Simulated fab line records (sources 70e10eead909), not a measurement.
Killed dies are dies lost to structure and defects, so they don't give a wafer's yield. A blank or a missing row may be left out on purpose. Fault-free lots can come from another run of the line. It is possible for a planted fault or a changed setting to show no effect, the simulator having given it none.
Which of the tools did it? | flow nand_harc | Sampling: 11 lots, 33 wafers, 5 of 1159 route steps

## WHAT THE GAUGES SHOWED, per wafer
NHARC_END_SORT_01.
lot  | measured     | on        | killed_at_array
L546 | day 23 01:55 | prober-01 | 671 45 41

## WHAT TOOL EACH LOT RAN ON (gives the tool, then ch and the chambers of the sampled wafers, and finally the start)
lot  | NHARC_A_CONTACT_ETCH_106           | NHARC_A_CONTACT_ETCH_88            | NHARC_A_CONTACT_ETCH_31                       | NHARC_A_CONTACT_ETCH_134
L535 | rie_diel-12 ch 0,1,3, day 16 16:52 | rie_diel-13 ch 0,3, day 16 20:12   | rie_diel-13 ch 0,1,3, day 16 21:10 or earlier | har_cap_etch-03 ch 0,1, day 16 21:10
L534 | rie_diel-10 ch 0,1, day 16 22:39   | rie_diel-10 ch 1,2, day 17 01:41   | rie_diel-10 ch 1,2,3, day 17 02:46 or earlier | har_cap_etch-02 ch 0, day 17 02:46
L537 | rie_diel-12 ch 0,1,3, day 17 08:13 | rie_diel-12 ch 2,3, day 17 12:43   | rie_diel-12 ch 0,1,3, day 17 13:41 or earlier | har_cap_etch-01 ch 0,1, day 17 13:41
L536 | rie_diel-12 ch 0,2,3, day 17 10:23 | rie_diel-12 ch 1,3, day 17 14:26   | rie_diel-12 ch 0,3, day 17 15:25 or earlier   | har_cap_etch-01 ch 0,1, day 17 15:25
L540 | rie_diel-10 ch 1,2,3, day 18 00:25 | rie_diel-12 ch 1,2,3, day 18 03:16 | rie_diel-12 ch 2,3, day 18 04:14 or earlier   | har_cap_etch-01 ch 0,1, day 18 04:14
L539 | rie_diel-10 ch 0,1, day 18 00:27   | rie_diel-10 ch 1,2, day 18 04:22   | rie_diel-10 ch 2,3, day 18 05:22 or earlier   | har_cap_etch-02 ch 0,1, day 18 05:22
L543 | rie_diel-12 ch 0,1,3, day 18 14:01 | rie_diel-13 ch 0,1, day 18 17:49   | rie_diel-13 ch 0,1,2, day 18 19:20 or earlier | har_cap_etch-02 ch 0,1, day 18 19:20
L548 | rie_diel-12 ch 1,2,3, day 19 17:26 | rie_diel-13 ch 0,2,3, day 19 20:24 | rie_diel-13 ch 0,1,3, day 19 21:19 or earlier | har_cap_etch-01 ch 0,1, day 19 21:19
L546 | rie_diel-10 ch 1,2,3, day 20 08:02 | rie_diel-12 ch 0,1,2, day 20 10:51 | rie_diel-12 ch 1,2, day 20 11:47 or earlier   | har_cap_etch-03 ch 0, day 20 11:47
L554 | rie_diel-13 ch 0,1,3, day 22 07:38 | rie_diel-10 ch 1,2,3, day 22 12:50 | rie_diel-10 ch 0,1,2, day 22 13:47 or earlier | har_cap_etch-01 ch 0,1, day 22 13:47
L555 | rie_diel-10 ch 0,2,3, day 22 10:44 | rie_diel-10 ch 0,2, day 22 14:05   | rie_diel-10 ch 0,1,2, day 22 16:34 or earlier | har_cap_etch-03 ch 0,1, day 22 16:34
- NHARC_A_CONTACT_ETCH_106: etches the open film in CF4/O2, target depth 60 nm, overetch 6 nm, time 33 s.
- NHARC_A_CONTACT_ETCH_88: etches the open film in CF4, target depth 39 nm, time 65 s.
- NHARC_A_CONTACT_ETCH_31: etches the open film in O2/COS, target depth 2000 nm, time 520 s.
- NHARC_A_CONTACT_ETCH_134: etches the open film in C4F8/O2/Ar, time 140 s, target depth 700 nm.

## THE ANSWER, worked out from the rows above alone
Rule: the lots themselves supply what counts as usual. The widest of any qualifying gaps counts: lots, ordered by their means at a reading, are off when they make up no more than a third of the lots, leave a main group of 4 or more, and stand apart from it by 3 or more times the standard deviation of that group's means. If all means in a main group match to the digits the tables above print for the reading, that group is not used. Also off: a lot with no number at a reading for which 4 or more lots have one. All remaining lots with rows at the step are treated as sound.
None of the lots is off at any reading shown; this tells nothing.

## WHAT THE SIMULATOR HAD INSERTED
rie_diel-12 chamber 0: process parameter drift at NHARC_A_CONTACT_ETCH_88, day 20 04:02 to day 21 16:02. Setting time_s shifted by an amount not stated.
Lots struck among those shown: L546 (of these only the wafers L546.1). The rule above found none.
